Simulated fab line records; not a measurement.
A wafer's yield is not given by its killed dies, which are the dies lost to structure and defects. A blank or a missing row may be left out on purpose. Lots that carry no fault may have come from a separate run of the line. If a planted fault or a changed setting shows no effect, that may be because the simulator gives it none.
fab line records	flow n5_finfet
record lots=9	wafers=27	last_day=17
route steps=1938 shown HKMG_FIN@456 GATE_CUT@469 BEOL_M4@1111
lots that met no fault: from a run of the same line without faults
start_h: hours from the record's first day to the start of the lot's first wafer shown	wait_h: how many hours have passed since the lot's step before this one	" identical to the entry in the row above	L1.1+2: several wafers, shown together as one row	- either no value or no given start	* or withheld: withheld	< > ~ a bound
route shown NAME@n: a module of which the file shows steps, and the number in the route of the first	usual: mean/standard deviation taken from wafers without a fault	same: alike in all rows	chamber/n: place in a boat	sites: the reading at each site	_std_site: standard deviation of those values	_edge_site: the outer-site mean with the inner-site mean subtracted	radius_mm: for every site, how far away it sits from the centre of the wafer	mask NAME#n: copy n	behind: tool/chamber where the wafer was last shaped	hold: reason for holding the lot/hours on hold/outcome of the hold	device: which transistor (n, p or np) failed to switch	end of line: the route-end tests of the same wafers	step lacking rows: just its recipe	killed: count of dies lost to structure and defects at first sort (not the wafer's yield)	map: the dies of a wafer, with x for killed, . for not killed, _ for no die there
set.NAME: the setting the step ran with; set.NAME@STEP: the setting that earlier step ran with	model.NAME: the simulator's own value behind a step, which no gauge read
the route's steps for a sample of lots (tables are steps, rows are wafers)
services: from which hour (start_h, from the record's first day; less than 0 if before it) a tool's chamber was out of use, for how many hours, and why
## steps
# step N5_HKMG_FIN_ALD_21
# recipe material=TiN	target_thk_a=15	temp_c=400	ald_precursor_family=TiCl4	ald_co_reactant=NH3	pulse_time_s=1	purge_time_s=3	co_reactant_purge_time_s=2	co_reactant_pulse_time_s=2	ald_cycles=68	pressure_torr=3
# usual heater_power_outer_w=551/67	heater_power_w=912/110	precursor_pulse_height_rel=0.999/0.018
lot.wafer	tool	chamber	start_h	wait_h	heater_power_outer_w	heater_power_w	precursor_pulse_height_rel
L113.3	ald_metal-04	3	87.11	0.1	593	1039	0.991
L113.4	"	2	"	"	653	1045	0.989
L113.5	"	0	"	"	535	831	0.999
L114.2	ald_metal-04	2	89.46	0.3	645	1068	0.982
L114.4	"	3	"	"	590	1028	0.994
L114.6	"	1	"	"	552	1028	0.982
L116.1	ald_metal-04	3	107.66	0.3	592	1011	0.980
L116.3	"	0	"	"	519	823	0.984
L116.6	"	1	"	"	559	1052	0.994
L121.1	ald_metal-03	2	130.13	0.3	560	857	1.006
L121.2	"	3	"	"	378	670	1.013
L121.4	"	0	"	"	498	788	0.972
L123.2	ald_metal-04	1	148.90	0.3	542	1037	1.012
L123.4	"	0	"	"	530	828	0.996
L123.6	"	0	"	"	541	838	0.976
L124.1	ald_metal-02	1	151.25	0.3	579	964	0.955
L124.2	"	2	"	"	516	906	0.995
L124.4	"	3	"	"	517	843	0.993
L125.2	ald_metal-04	1	155.92	0.3	568	1042	0.984
L125.5	"	1	"	"	556	1041	0.999
L125.6	"	0	"	"	551	835	1.001
L129.4	ald_metal-04	1	178.62	0.1	557	1050	0.977
L129.5	"	3	"	"	591	1007	1.016
L129.6	"	2	"	"	661	1054	0.981
L134.2	ald_metal-02	2	215.39	0.3	535	899	1.024
L134.3	"	1	"	"	576	991	1.059
L134.6	"	1	"	"	577	963	0.980
# step N5_GATE_CUT_ETCH_58
# recipe chemistry=CH3F/O2	target=SiNx	target_depth_a=170	time_s=128.6	ion_energy_ev=50	pressure_mtorr=30	source_w=415	bias_w=21	Ar_flow_sccm=150	CH3F_flow_sccm=30	O2_flow_sccm=20
# usual drypump_motor_current_A=5.6/0.56	oes_product_au=0.77/0.082	rf_vpp_V=99.2/1	showerhead_plenum_p_Torr=2.02/0.086	throttle_valve_pct=16.27/0.19
lot.wafer	tool	chamber	start_h	wait_h	drypump_motor_current_A	oes_product_au	rf_hours_counter_h	rf_vpp_V	showerhead_plenum_p_Torr	throttle_valve_pct
L113.3	rie_diel-03	0	88.68	0.0	5.4	0.73	199	99.2	2.07	16.22
L113.4	"	2	"	"	5.2	0.77	121	100.4	2.09	16.15
L113.5	"	0	"	"	5.4	0.74	-	99.8	2.07	16.22
L114.2	rie_diel-03	1	91.48	0.1	5.5	0.76	158	98.9	2.08	16.19
L114.4	"	0	"	"	5.3	0.73	200	99.4	2.07	16.23
L114.6	"	0	"	"	5.3	0.72	-	98.0	2.07	16.21
L116.1	rie_diel-03	3	109.26	0.1	5.2	0.80	101	98.3	1.85	16.09
L116.3	"	0	"	"	5.4	0.73	206	100.6	2.06	16.24
L116.6	"	2	"	"	5.1	0.77	-	99.6	2.09	16.16
L121.1	rie_diel-03	2	131.70	0.0	5.1	0.75	137	99.7	2.08	16.18
L121.2	"	1	"	"	5.5	0.75	162	99.5	2.08	16.18
L121.4	"	3	"	"	5.2	0.78	110	98.6	1.85	16.11
L123.2	rie_diel-01	1	150.46	0.0	5.8	0.95	21	101.0	2.13	16.06
L123.4	"	0	"	"	6.0	0.68	242	98.6	2.05	16.50
L123.6	"	2	"	"	6.4	0.76	-	100.1	2.07	16.62
L124.1	rie_diel-01	3	152.82	0.0	4.9	0.68	242	99.8	2.06	16.38
L124.2	"	0	"	"	6.0	0.69	242	97.9	2.05	16.52
L124.4	"	2	"	"	6.4	0.75	174	99.4	2.07	16.61
L125.2	rie_diel-03	3	157.54	0.1	5.2	0.78	117	97.5	1.85	16.11
L125.5	"	3	"	"	5.2	0.77	-	96.8	1.85	16.12
L125.6	"	0	"	"	5.4	0.71	-	97.9	2.06	16.27
L129.4	rie_diel-01	1	180.39	0.2	5.8	0.91	-	100.1	2.12	16.08
L129.5	"	2	"	"	6.3	0.75	-	100.3	2.07	16.62
L129.6	"	0	"	"	6.0	0.68	-	98.5	2.05	16.52
L134.2	rie_diel-01	1	216.99	0.0	5.8	0.89	43	100.0	2.12	16.12
L134.3	"	2	"	"	6.3	0.73	196	98.1	2.06	16.66
L134.6	"	3	"	"	4.9	0.96	-	98.2	2.06	15.95
# step N5_GATE_CUT_PECVD_57
# recipe material=SiNx	target_thk_a=210	temp_c=400	precursor=SiH4/NH3/N2	pressure_torr=1.5	rf_w=300
# usual heater_power_outer_w=483/96	heater_power_w=803/130	showerhead_plenum_p_Torr=5.11/0.058	showerhead_vpp_V=1070/34	throttle_valve_pct=40.3/2.1
lot.wafer	tool	chamber	start_h	wait_h	heater_power_outer_w	heater_power_w	showerhead_plenum_p_Torr	showerhead_vpp_V	throttle_valve_pct
L113.3	pecvd-04	1	91.29	1.1	565	892	5.19	1017	39.0
L113.4	"	2	"	"	543	880	5.16	1101	36.4
L113.5	"	1	"	"	571	881	5.18	1013	38.7
L114.2	pecvd-01	1	94.09	1.1	572	945	5.12	1015	42.4
L114.4	"	0	"	"	500	903	5.14	1099	42.1
L114.6	"	1	"	"	547	958	5.13	1042	42.4
L116.1	pecvd-01	1	111.77	1.1	491	849	5.14	1038	42.2
L116.3	"	2	"	"	473	778	5.03	1081	38.0
L116.6	"	2	"	"	457	791	5.04	1076	38.2
L121.1	pecvd-04	1	134.22	1.1	583	931	5.20	1018	39.0
L121.2	"	2	"	"	597	911	5.17	1101	36.6
L121.4	"	0	"	"	421	713	5.12	1080	40.6
L123.2	pecvd-04	0	152.99	1.1	403	712	5.11	1081	41.1
L123.4	"	2	"	"	605	929	5.18	1087	36.5
L123.6	"	0	"	"	397	685	5.12	1077	41.0
L124.1	pecvd-04	1	155.33	1.1	621	964	5.19	1007	38.7
L124.2	"	0	"	"	454	750	5.10	1099	40.9
L124.4	"	0	"	"	450	770	5.11	1089	41.0
L125.2	pecvd-01	2	160.06	1.1	460	783	5.04	1100	38.2
L125.5	"	2	"	"	463	789	5.04	1087	38.2
L125.6	"	1	"	"	551	925	5.12	1041	42.3
L129.4	pecvd-02	2	183.49	1.1	427	698	5.06	1038	41.0
L129.5	"	1	"	"	457	824	5.03	1093	42.7
L129.6	"	0	"	"	407	666	5.07	1107	42.1
L134.2	pecvd-01	0	219.73	1.1	510	910	5.12	1087	42.1
L134.3	"	1	"	"	521	878	5.13	1032	42.8
L134.6	"	0	"	"	517	917	5.13	1079	42.4
# step N5_GATE_CUT_COAT_35
# recipe resist=SiARC	temp_c=220	time_s=60	spin_rpm=1500	resist_thk_nm=10
# usual spin_speed_rpm=1500.0/0.96
lot.wafer	tool	chamber	start_h	wait_h	spin_speed_rpm
L113.3	litho_track-02	0	91.79	-	1499.9
L113.4	"	0	"	"	1498.9
L113.5	"	0	"	"	1501.5
L114.2	litho_track-01	0	94.61	-	1501.1
L114.4	"	0	"	"	1499.9
L114.6	"	0	"	"	1500.9
L116.1	litho_track-04	0	112.25	-	1499.6
L116.3	"	0	"	"	1499.9
L116.6	"	0	"	"	1499.2
L121.1	litho_track-02	0	134.85	-	1498.8
L121.2	"	0	"	"	1501.2
L121.4	"	0	"	"	1498.1
L123.2	litho_track-04	0	153.46	-	1502.2
L123.4	"	0	"	"	1501.7
L123.6	"	0	"	"	1501.5
L124.1	litho_track-02	0	155.81	-	1500.3
L124.2	"	0	"	"	1499.1
L124.4	"	0	"	"	1498.8
L125.2	litho_track-04	0	160.54	-	1498.6
L125.5	"	0	"	"	1499.7
L125.6	"	0	"	"	1499.8
L129.4	litho_track-02	0	183.94	-	1563.1
L129.5	"	0	"	"	1562.6
L129.6	"	0	"	"	1560.9
L134.2	litho_track-02	0	220.22	-	1562.1
L134.3	"	0	"	"	1562.6
L134.6	"	0	"	"	1561.5
# step N5_BEOL_M4_RC_MEAS_101
# usual DIBL_N=36.3/1	DIBL_P=36.2/1.4	IOFF_N=0.157/0.021	IOFF_P=0.206/0.025	ION_N=673/9	ION_P=461/6.4	SS_N=71.5/0.5	SS_P=73.2/0.47	VT_N=249.9/2.4	VT_P=-250.6/2.9
lot.wafer	tool	chamber	start_h	wait_h	DIBL_N[mV/V]	DIBL_P[mV/V]	IOFF_N[nA/um]	IOFF_P[nA/um]	ION_N[uA/um]	ION_P[uA/um]	SS_N[mV/dec]	SS_P[mV/dec]	VT_N[mV]	VT_P[mV]
L113.3	prober-01	0	173.55	0.3	35.3	34.4	0.136	0.177	671	462	70.8	73.1	250.8	-251.1
L113.4	"	0	"	"	37.3	37.2	0.170	0.217	682	467	71.2	74.0	248.2	-250.9
L113.5	"	0	"	"	34.9	34.2	0.129	0.175	668	461	70.1	73.2	250.4	-252.8
L114.2	prober-02	0	178.17	0.2	36.3	36.9	0.150	0.209	659	457	71.7	72.9	252.3	-251.1
L114.4	"	0	"	"	35.5	36.1	0.134	0.194	657	452	71.6	73.6	255.2	-251.2
L114.6	"	0	"	"	37.9	38.2	0.171	0.225	669	461	72.7	74.3	250.0	-252.0
L116.1	prober-01	0	203.23	0.0	35.1	35.5	0.132	0.191	675	465	70.5	72.7	252.1	-252.4
L116.3	"	0	"	"	36.8	37.4	0.159	0.221	679	471	71.0	73.3	246.7	-248.8
L116.6	"	0	"	"	36.6	37.1	0.158	0.216	679	464	71.9	72.9	248.5	-251.5
L121.1	prober-02	0	211.26	0.0	35.4	35.4	0.140	0.180	663	451	70.8	73.5	252.7	-250.7
L121.2	"	0	"	"	36.5	36.8	0.175	0.203	685	465	72.0	73.5	246.5	-250.9
L121.4	"	0	"	"	36.2	35.5	0.159	0.186	661	450	71.9	73.4	250.9	-254.0
L123.2	prober-01	0	234.04	0.2	36.5	35.9	0.161	0.207	675	461	71.6	72.9	248.3	-252.3
L123.4	"	0	"	"	35.9	35.9	0.152	0.208	670	465	71.8	72.8	250.5	-248.5
L123.6	"	0	"	"	35.5	35.2	0.155	0.199	674	469	71.9	72.5	249.1	-248.3
L124.1	prober-02	0	237.13	0.0	37.0	37.4	0.161	0.206	671	460	71.6	73.0	253.7	-251.2
L124.2	"	0	"	"	37.3	37.7	0.164	0.208	668	455	72.2	73.4	250.5	-253.6
L124.4	"	0	"	"	37.2	38.3	0.170	0.222	687	462	72.1	72.6	247.8	-251.6
L125.2	prober-01	0	247.33	0.2	35.0	34.8	0.146	0.197	674	465	71.1	72.9	250.0	-252.0
L125.5	"	0	"	"	35.3	35.0	0.152	0.201	661	454	71.4	73.1	254.8	-248.4
L125.6	"	0	"	"	36.3	36.4	0.173	0.220	677	459	71.4	72.9	247.7	-250.4
L129.4	prober-02	0	268.79	0.5	35.6	35.9	0.151	0.179	665	455	70.6	73.3	248.0	-254.9
L129.5	"	0	"	"	36.8	37.1	0.173	0.206	666	455	71.6	72.8	250.0	-251.5
L129.6	"	0	"	"	36.5	37.8	0.172	0.214	678	463	71.6	73.4	248.5	-252.5
L134.2	prober-02	0	301.82	0.2	37.8	38.4	0.180	0.230	674	462	71.7	74.2	248.4	-251.4
L134.3	"	0	"	"	35.6	35.6	0.145	0.187	664	457	72.1	72.9	251.5	-251.2
L134.6	"	0	"	"	33.4	32.3	0.106	0.148	663	455	70.7	72.3	255.4	-255.0
## services
tool	chamber	start_h	hours	kind
rie_diel-01	1	67.90	-	clean
rie_diel-01	1	67.90	-	consumable_replace:focus_ring
rie_diel-01	1	67.90	-	consumable_replace:showerhead
rie_diel-01	1	67.90	21.2	scheduled_down
rie_diel-01	1	67.90	21.2	vent_cycle
pecvd-04	0	89.15	5.5	scheduled_down
pecvd-01	1	90.96	2.1	scheduled_down
pecvd-01	2	93.09	2.1	scheduled_down
rie_diel-03	1	95.95	26.3	repair
ald_metal-04	-	106.56	0.5	repair
litho_track-02	-	129.95	-	consumable_replace:filter
rie_diel-01	3	132.83	3.4	repair
pecvd-04	-	133.61	0.5	repair
rie_diel-03	-	137.82	2.8	pm
pecvd-01	0	150.83	2.1	scheduled_down
rie_diel-01	0	171.33	5.5	repair
rie_diel-01	3	177.07	-	clean
rie_diel-01	3	177.07	-	consumable_replace:focus_ring
rie_diel-01	3	177.07	20.5	scheduled_down
pecvd-02	-	184.46	1.2	repair
ald_metal-03	1	197.08	2.4	repair
pecvd-04	-	197.88	0.6	repair
ald_metal-02	-	201.78	6.0	pm
rie_diel-01	-	202.49	2.8	pm
## key
first_sign step=N5_GATE_CUT_COAT_35	reading=spin_speed_rpm	direction=up	sigmas=65	usual=*	struck=*
effect none on later readings
met_at N5_GATE_CUT_COAT_35
struck_lots L129,L134
not_acting_at N5_HKMG_FIN_ALD_21,N5_GATE_CUT_ETCH_58,N5_GATE_CUT_PECVD_57
onset_between 155.81 183.94
fault kind=process_parameter_drift	tool=litho_track-02	chamber=-	onset_h=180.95	steps=N5_GATE_CUT_COAT_35	channel=spin_rpm	offset=*	shape=step	end_h=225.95	acts_in=*	stated=*
